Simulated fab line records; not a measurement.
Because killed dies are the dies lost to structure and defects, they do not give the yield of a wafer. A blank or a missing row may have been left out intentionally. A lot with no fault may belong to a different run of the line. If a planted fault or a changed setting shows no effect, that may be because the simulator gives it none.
8D (eight disciplines) problem report, filled in by code | flow n5 finfet | the parts of the form that need people (team, actions taken, sign-off) are left out

## 1. PROBLEM STATEMENT
Mean of spin speed rpm at N5_BEOL_M11_COAT_59: 1639.4 rpm across 6 wafers in 2 lots; on wafers with no fault it is 1500.1 rpm (standard deviation 1.2). That is +99 or more standard deviations from the usual mean.
The step: time 60 s, resist thk 100 nm.
First observed at day 11 13:53: wafer L241.4, on litho track-04. At this step, 34 wafers from 14 lots have a number in the record. The rule behind "out" and "out of limits": a value lying over 4 standard deviations away from the usual mean. The rest of the wafers with a number are treated as sound.

## 2. WHAT IT IS, AND WHAT IT ISN'T
question                    | is                     | is not
which readings at this step | spin speed rpm         | -
which lots                  | L241, L247             | L239, L240, L242, L250, L251, L252, L253, L254, L256, L257, L258, L260
which wafers of those lots  | all that have a number | -
read on which tools         | litho track-04         | litho track-03, litho track-05
when                        | from day 11 13:53      | up to then (7 sound wafers); but 21 sound wafers of L250, L251, L252, L253, L254, L256, L257, L258, L260 came after

## 3. THE SUSPECTS, EACH WITH WHAT RULES IT OUT
Counting: a tool at a process step up to the reading stays a suspect if it ran every lot that is out and no sound lot after the first of them.
- cmp-01 at N5_BEOL_M10_CMP_52 (polishes, stops on SiCOH lowk, t overpolish 7 s, target thk 140 nm): ruled out as a lasting fault. The sound lots L250, L258 went through it after L241, its earliest lot that is out (day 11 10:18).
- litho track-04 at N5_BEOL_M11_COAT_59 (time 60 s, resist thk 100 nm): kept. Every lot that is out went through it, starting with L241 (day 11 13:53), and after that it ran no sound lot; the last sound lot it ran before then is L242 (day 11 13:38). On those wafers its own readings are out: spin speed rpm.
After counting, what remains is litho track-04 at N5_BEOL_M11_COAT_59.

## 4. THE CAUSE (what the simulator had put in)
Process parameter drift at N5_BEOL_M11_COAT_59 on litho track-04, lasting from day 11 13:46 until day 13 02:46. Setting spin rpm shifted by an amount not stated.
Only this tool survived the counting.

## 5. SEQUENCE OF EFFECTS, ordered by route
Each row: a reading whose mean over the struck wafers that have a number lies more than 3 standard deviations from the usual. Only readings whose record carries a usual standard deviation are examined. hours: median over the lots of the time between each lot's start at the first step of this table that gives one and its start at this step. sigmas: the change, counted in usual standard deviations.
hours | step                | reading        | usual      | on struck wafers | change | sigmas
0     | N5_BEOL_M11_COAT_59 | spin speed rpm | 1500.1 rpm | 1639.4           | +139.3 | +99 or more
Its process steps:
- N5_BEOL_M11_COAT_59: time 60 s, resist thk 100 nm.

## 6. WHAT WOULD HAVE CAUGHT IT SOONER
The fault began at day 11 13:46; the first out-of-limits reading in this record came at day 11 13:53, 0 hours later.
